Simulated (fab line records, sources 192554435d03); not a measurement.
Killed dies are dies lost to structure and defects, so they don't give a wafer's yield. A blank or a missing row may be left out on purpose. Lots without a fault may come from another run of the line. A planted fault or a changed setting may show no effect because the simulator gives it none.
Chamber matching | flow n5_finfet | N5_STI_FIN_REVEAL_ALD_14 on ald_sin-02: 4 sister chambers
The step deposits Si3N4, target thk 3 nm. 14 wafers are shown with their chamber, then 7 later ones without.

WAFERS WITH THEIR CHAMBER
wafer  | chamber | heater_power_w (W)
L076.1 | 1       | 837
L076.2 | 2       | 825
L076.5 | 2       | 815
L082.1 | 1       | 828
L082.3 | 3       | 811
L082.6 | 0       | 698
L086.1 | 3       | 801
L086.3 | 2       | 815
L086.4 | 1       | 842
L088.2 | 1       | 838
L088.5 | 2       | 816
L088.6 | 1       | 828
L090.1 | 3       | 811
L090.2 | 0       | 706

SIGNATURES (means of the wafers above)
reading        | chamber 0 | chamber 1 | chamber 2 | chamber 3 | scatter within a chamber
heater_power_w | 702.00    | 834.60    | 817.75    | 807.67    | 5.73
Rule: a wafer's distance from a chamber is the root of the sum, over the readings, of the square of ((its reading less the chamber's mean) divided by the reading's scatter). The wafer belongs to the nearest chamber; if the next one is less than 2 further off, it can't be placed. The scatter: the root of (the sum of the squares of (reading less its chamber's mean) over the shown wafers, divided by (wafers less chambers)).

WAFERS WITHOUT THEIR CHAMBER
wafer  | heater_power_w (W)
L090.3 | 841
L096.2 | 843
L096.4 | 838
L096.6 | 824
L097.2 | 836
L097.3 | 682
L097.6 | 835

WHICH CHAMBER EACH WENT THROUGH
wafer  | from the rows above          | in truth
L090.3 | 1                            | 1
L096.2 | 1                            | 1
L096.4 | 1                            | 1
L096.6 | can't be placed: 2 or 1 or 3 | 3
L097.2 | 1                            | 1
L097.3 | 0                            | 0
L097.6 | 1                            | 1
Placed correctly: 6 of 7. Can't be placed from these rows: 1 (the true chamber is among the candidates in 1). Placed wrongly: 0.
